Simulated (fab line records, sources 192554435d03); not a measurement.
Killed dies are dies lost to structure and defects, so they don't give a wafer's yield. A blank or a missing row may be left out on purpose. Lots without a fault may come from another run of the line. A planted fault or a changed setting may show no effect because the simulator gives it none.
Which tool did it? | flow n5_finfet | 24 lots, 72 wafers sampled, at 6 steps of a route of 1938

WHAT THE GAUGES READ, wafer by wafer
N5_BEOL_M11_INSPECT_30: inspects for defects (brightfield).
lot  | measured     | on                | raw_defect_count
L074 | day 11 03:08 | defect_inspect-02 | 516 428 473
L075 | day 11 08:22 | defect_inspect-01 | 342 471 529
L076 | day 11 15:31 | defect_inspect-02 | 604 445 478
L078 | day 11 15:41 | defect_inspect-02 | 449 333 407
L077 | day 11 18:10 | defect_inspect-02 | 335 268 361
L081 | day 12 00:41 | defect_inspect-02 | 375 409 449
L079 | day 12 06:41 | defect_inspect-02 | 394 494 479
L080 | day 12 08:58 | defect_inspect-01 | 343 389 371
L083 | day 12 09:08 | defect_inspect-01 | 428 408 418
L082 | day 12 15:43 | defect_inspect-02 | 417 493 331
L084 | day 13 08:03 | defect_inspect-02 | 482 471 392
L085 | day 13 08:44 | defect_inspect-02 | 358 331 492
L088 | day 14 01:10 | defect_inspect-01 | 388 427 446
L086 | day 14 01:20 | defect_inspect-02 | 479 499 618
L089 | day 14 18:22 | defect_inspect-02 | 388 403 362
L087 | day 14 20:22 | defect_inspect-02 | 463 390 437
L092 | day 14 20:41 | defect_inspect-02 | 412 385 316
L090 | day 15 02:02 | defect_inspect-01 | 345 433 453
L091 | day 15 02:17 | defect_inspect-01 | 450 547 389
L094 | day 15 03:38 | defect_inspect-01 | 464 405 611
L093 | day 15 10:20 | defect_inspect-01 | 428 553 468
L095 | day 16 14:53 | defect_inspect-01 | 407 464 512
L097 | day 16 22:31 | defect_inspect-01 | 584 422 375
L096 | day 17 19:39 | defect_inspect-01 | 399 460 343

N5_BEOL_M11_INSPECT_58: inspects for defects (darkfield).
lot  | measured     | on                | raw_defect_count
L074 | day 11 06:42 | defect_inspect-01 | 81 78 70
L075 | day 11 11:02 | defect_inspect-01 | 122 67 86
L076 | day 11 18:43 | defect_inspect-01 | 78 96 79
L078 | day 11 20:19 | defect_inspect-02 | 60 75 66
L077 | day 11 21:01 | defect_inspect-02 | 115 111 130
L081 | day 12 04:25 | defect_inspect-02 | 77 37 65
L079 | day 12 09:48 | defect_inspect-02 | 92 76 87
L080 | day 12 12:20 | defect_inspect-01 | 66 45 76
L083 | day 12 12:37 | defect_inspect-01 | 46 84 67
L082 | day 12 19:06 | defect_inspect-02 | 82 107 91
L084 | day 13 12:35 | defect_inspect-02 | 68 95 89
L085 | day 13 13:16 | defect_inspect-01 | 44 69 64
L088 | day 14 04:11 | defect_inspect-02 | 50 24 65
L086 | day 14 04:56 | defect_inspect-01 | 66 144 100
L089 | day 14 22:19 | defect_inspect-02 | 90 44 61
L087 | day 15 00:55 | defect_inspect-01 | 42 45 30
L092 | day 15 02:08 | defect_inspect-02 | 73 92 70
L090 | day 15 05:47 | defect_inspect-01 | 60 69 49
L091 | day 15 06:02 | defect_inspect-02 | 50 44 40
L094 | day 15 08:06 | defect_inspect-02 | 52 59 71
L093 | day 15 14:08 | defect_inspect-01 | 70 83 112
L095 | day 16 19:17 | defect_inspect-01 | 71 90 64
L097 | day 17 02:52 | defect_inspect-01 | 36 52 57
L096 | day 17 22:30 | defect_inspect-02 | 85 46 52

N5_BEOL_M13_THK_MEAS_01.
lot  | measured     | on            | M13_ILD_THK (nm)
L074 | day 11 11:00 | film_metro-02 | 846 851 848
L075 | day 11 15:05 | film_metro-01 | 843 816 852
L076 | day 12 02:42 | film_metro-01 | 833 817 848
L078 | day 12 03:53 | film_metro-01 | 839 817 839
L077 | day 12 06:18 | film_metro-01 | 832 821 835
L081 | day 12 10:23 | film_metro-02 | 832 840 836
L079 | day 12 19:59 | film_metro-01 | 839 835 847
L080 | day 12 21:06 | film_metro-01 | 839 838 846
L083 | day 12 20:42 | film_metro-02 | 816 834 823
L082 | day 13 01:15 | film_metro-01 | 821 832 829
L084 | day 13 20:01 | film_metro-02 | 805 825 832
L085 | day 14 00:43 | film_metro-01 | 835 828 835
L088 | day 14 09:53 | film_metro-02 | 829 827 824
L086 | day 14 17:58 | film_metro-01 | 815 801 825
L089 | day 15 03:11 | film_metro-01 | 821 839 846
L087 | day 15 04:59 | film_metro-02 | 809 818 840
L092 | day 15 08:04 | film_metro-02 | 819 847 828
L090 | day 15 09:37 | film_metro-02 | 831 845 851
L091 | day 15 12:25 | film_metro-01 | 815 830 827
L094 | day 15 18:38 | film_metro-02 | 825 848 823
L093 | day 16 00:05 | film_metro-02 | 832 847 859
L095 | day 17 00:37 | film_metro-01 | 831 837 843
L097 | day 17 07:34 | film_metro-02 | 820 829 838
L096 | day 18 05:26 | film_metro-02 | 853 837 837

WHICH TOOL RAN EACH LOT (tool, then ch and the chambers of the sampled wafers, then the start)
lot  | N5_BEOL_M11_SPUTTER_48       | N5_BEOL_M12_PRE_CLEAN_42     | N5_BEOL_M12_DEP_53
L074 | pvd_sputter-01, day 11 05:27 | pvd_sputter-01, day 11 09:35 | pecvd-02 ch 0,1,2, day 11 10:43
L075 | pvd_sputter-03, day 11 10:03 | pvd_sputter-01, day 11 13:37 | pecvd-01 ch 0,2, day 11 14:49
L076 | pvd_sputter-03, day 11 17:44 | pvd_sputter-01, day 12 01:14 | pecvd-03 ch 0,1, day 12 02:25
L078 | pvd_sputter-01, day 11 19:16 | pvd_sputter-01, day 12 02:29 | pecvd-02 ch 0,2, day 12 03:37
L077 | pvd_sputter-01, day 11 20:02 | pvd_sputter-03, day 12 04:35 | pecvd-03 ch 0,1,2, day 12 06:01
L081 | pvd_sputter-01, day 12 03:27 | pvd_sputter-03, day 12 08:41 | pecvd-02 ch 0,1,2, day 12 10:07
L079 | pvd_sputter-02, day 12 08:33 | pvd_sputter-01, day 12 18:25 | pecvd-03 ch 0,2, day 12 19:42
L080 | pvd_sputter-03, day 12 11:08 | pvd_sputter-03, day 12 19:27 | pecvd-02 ch 0,1,2, day 12 20:46
L083 | pvd_sputter-02, day 12 11:28 | pvd_sputter-01, day 12 18:44 | pecvd-01 ch 0,1,2, day 12 20:25
L082 | pvd_sputter-02, day 12 18:07 | pvd_sputter-01, day 12 23:49 | pecvd-03 ch 1,2, day 13 00:57
L084 | pvd_sputter-01, day 13 11:28 | pvd_sputter-02, day 13 18:37 | pecvd-03 ch 1,2, day 13 19:44
L085 | pvd_sputter-01, day 13 12:16 | pvd_sputter-01, day 13 23:02 | pecvd-01 ch 0,1,2, day 14 00:26
L088 | pvd_sputter-01, day 14 02:58 | pvd_sputter-01, day 14 08:26 | pecvd-03 ch 1,2, day 14 09:33
L086 | pvd_sputter-02, day 14 03:52 | pvd_sputter-01, day 14 15:55 | pecvd-01 ch 0,1,2, day 14 17:43
L089 | pvd_sputter-01, day 14 20:41 | pvd_sputter-02, day 15 01:44 | pecvd-01 ch 1,2, day 15 02:54
L087 | pvd_sputter-01, day 14 23:56 | pvd_sputter-03, day 15 03:35 | pecvd-03 ch 0,1,2, day 15 04:42
L092 | pvd_sputter-02, day 15 01:10 | pvd_sputter-01, day 15 06:40 | pecvd-03 ch 0,1,2, day 15 07:47
L090 | pvd_sputter-03, day 15 04:47 | pvd_sputter-03, day 15 08:10 | pecvd-02 ch 1,2, day 15 09:20
L091 | pvd_sputter-03, day 15 04:52 | pvd_sputter-03, day 15 10:58 | pecvd-01 ch 0,2, day 15 12:05
L094 | pvd_sputter-01, day 15 07:03 | pvd_sputter-03, day 15 17:06 | pecvd-02 ch 0,1, day 15 18:20
L093 | pvd_sputter-03, day 15 12:54 | pvd_sputter-02, day 15 22:10 | pecvd-02 ch 0,1,2, day 15 23:48
L095 | pvd_sputter-02, day 16 18:17 | pvd_sputter-01, day 16 23:07 | pecvd-03 ch 0,2, day 17 00:16
L097 | pvd_sputter-01, day 17 01:52 | pvd_sputter-02, day 17 06:07 | pecvd-01 ch 1,2, day 17 07:13
L096 | pvd_sputter-01, day 17 21:28 | pvd_sputter-03, day 18 04:03 | pecvd-03 ch 0,1,2, day 18 05:11
- N5_BEOL_M11_SPUTTER_48: material Cu, target thk 12 nm, time 2 s.
- N5_BEOL_M12_PRE_CLEAN_42: time 30 s.
- N5_BEOL_M12_DEP_53: deposits SiCN from 3MS/NH3, target thk 30 nm, time 10.5 s.

WHAT THE TOOLS THEMSELVES READ (means of the sampled wafers that have a number; where no wafer has one, the mark that the record gives instead)
N5_BEOL_M11_SPUTTER_48.
lot  | tool           | chuck_gas_flow_sccm (sccm) | throttle_valve_pct (%)
L074 | pvd_sputter-01 | 1.23                       | 29.6
L075 | pvd_sputter-03 | 1.25                       | 31.2
L076 | pvd_sputter-03 | 1.22                       | 31.0
L078 | pvd_sputter-01 | 1.22                       | 29.8
L077 | pvd_sputter-01 | 1.25                       | 29.7
L081 | pvd_sputter-01 | 1.23                       | 29.5
L079 | pvd_sputter-02 | 1.30                       | 30.0
L080 | pvd_sputter-03 | 1.24                       | 30.8
L083 | pvd_sputter-02 | 1.28                       | 29.6
L082 | pvd_sputter-02 | 1.30                       | 29.7
L084 | pvd_sputter-01 | 1.31                       | 29.7
L085 | pvd_sputter-01 | 1.26                       | 29.8
L088 | pvd_sputter-01 | 1.28                       | 30.0
L086 | pvd_sputter-02 | 1.32                       | 30.0
L089 | pvd_sputter-01 | 1.27                       | 30.0
L087 | pvd_sputter-01 | 1.28                       | 30.1
L092 | pvd_sputter-02 | 1.33                       | 29.7
L090 | pvd_sputter-03 | 1.26                       | 31.4
L091 | pvd_sputter-03 | 1.22                       | 31.8
L094 | pvd_sputter-01 | 1.25                       | 29.7
L093 | pvd_sputter-03 | 1.26                       | 31.9
L095 | pvd_sputter-02 | 1.24                       | 30.1
L097 | pvd_sputter-01 | 1.26                       | 29.0
L096 | pvd_sputter-01 | 1.26                       | 30.2

N5_BEOL_M12_PRE_CLEAN_42.
lot  | tool           | heater_power_w (W)
L074 | pvd_sputter-01 | 346
L075 | pvd_sputter-01 | 385
L076 | pvd_sputter-01 | 421
L078 | pvd_sputter-01 | 337
L077 | pvd_sputter-03 | 314
L081 | pvd_sputter-03 | 314
L079 | pvd_sputter-01 | 417
L080 | pvd_sputter-03 | 312
L083 | pvd_sputter-01 | 368
L082 | pvd_sputter-01 | 365
L084 | pvd_sputter-02 | 313
L085 | pvd_sputter-01 | 387
L088 | pvd_sputter-01 | 336
L086 | pvd_sputter-01 | 330
L089 | pvd_sputter-02 | 340
L087 | pvd_sputter-03 | 312
L092 | pvd_sputter-01 | 343
L090 | pvd_sputter-03 | 312
L091 | pvd_sputter-03 | 315
L094 | pvd_sputter-03 | 315
L093 | pvd_sputter-02 | 325
L095 | pvd_sputter-01 | 381
L097 | pvd_sputter-02 | 309
L096 | pvd_sputter-03 | 332

N5_BEOL_M12_DEP_53.
lot  | tool     | showerhead_plenum_p_Torr (Torr) | showerhead_vpp_V (V) | throttle_valve_pct (%)
L074 | pecvd-02 | 4.171                           | 1630                 | 17.2
L075 | pecvd-01 | 4.138                           | 1557                 | 17.7
L076 | pecvd-03 | 4.174                           | 1539                 | 17.9
L078 | pecvd-02 | 4.181                           | 1672                 | 16.8
L077 | pecvd-03 | 4.171                           | 1587                 | 17.0
L081 | pecvd-02 | 4.170                           | 1648                 | 17.3
L079 | pecvd-03 | 4.176                           | 1602                 | 16.2
L080 | pecvd-02 | 4.173                           | 1639                 | 17.4
L083 | pecvd-01 | 4.159                           | 1540                 | 17.4
L082 | pecvd-03 | 4.173                           | 1614                 | 17.3
L084 | pecvd-03 | 4.172                           | 1625                 | 16.5
L085 | pecvd-01 | 4.151                           | 1560                 | 17.5
L088 | pecvd-03 | 4.173                           | 1621                 | 17.3
L086 | pecvd-01 | 4.149                           | 1558                 | 17.5
L089 | pecvd-01 | 4.165                           | 1560                 | 17.2
L087 | pecvd-03 | 4.179                           | 1550                 | 17.1
L092 | pecvd-03 | 4.183                           | 1585                 | 17.2
L090 | pecvd-02 | 4.158                           | 1619                 | 17.4
L091 | pecvd-01 | 4.137                           | 1553                 | 17.6
L094 | pecvd-02 | 4.171                           | 1637                 | 17.9
L093 | pecvd-02 | 4.174                           | 1631                 | 17.5
L095 | pecvd-03 | 4.182                           | 1549                 | 17.0
L097 | pecvd-01 | 4.156                           | 1520                 | 16.8
L096 | pecvd-03 | 4.174                           | 1582                 | 16.9

THE ANSWER, worked out from the rows above alone
Rule: what is usual is taken from the lots themselves. Put in order of their means at a reading, lots are off if they are a third of the lots or fewer, leave a main group of 4 or more, and stand apart from it by a gap of 3 or more times the standard deviation of the main group's means; of several such gaps the widest counts. A main group whose means are all the same, to the digits that the tables above print for the reading, isn't used. A lot without any number at a reading at which 4 lots or more have one is off too. The other lots that the step has rows for count as sound. The gauges are gone through in route order, then the tools' own readings, and for those a lot's mean is taken as printed above. The first step at which some lot is off is used, and at that step the reading that is off furthest; a lot without a number counts as furthest.
No lot is off at any reading shown: from this, nothing can be told.

WHAT THE SIMULATOR HAD PUT IN
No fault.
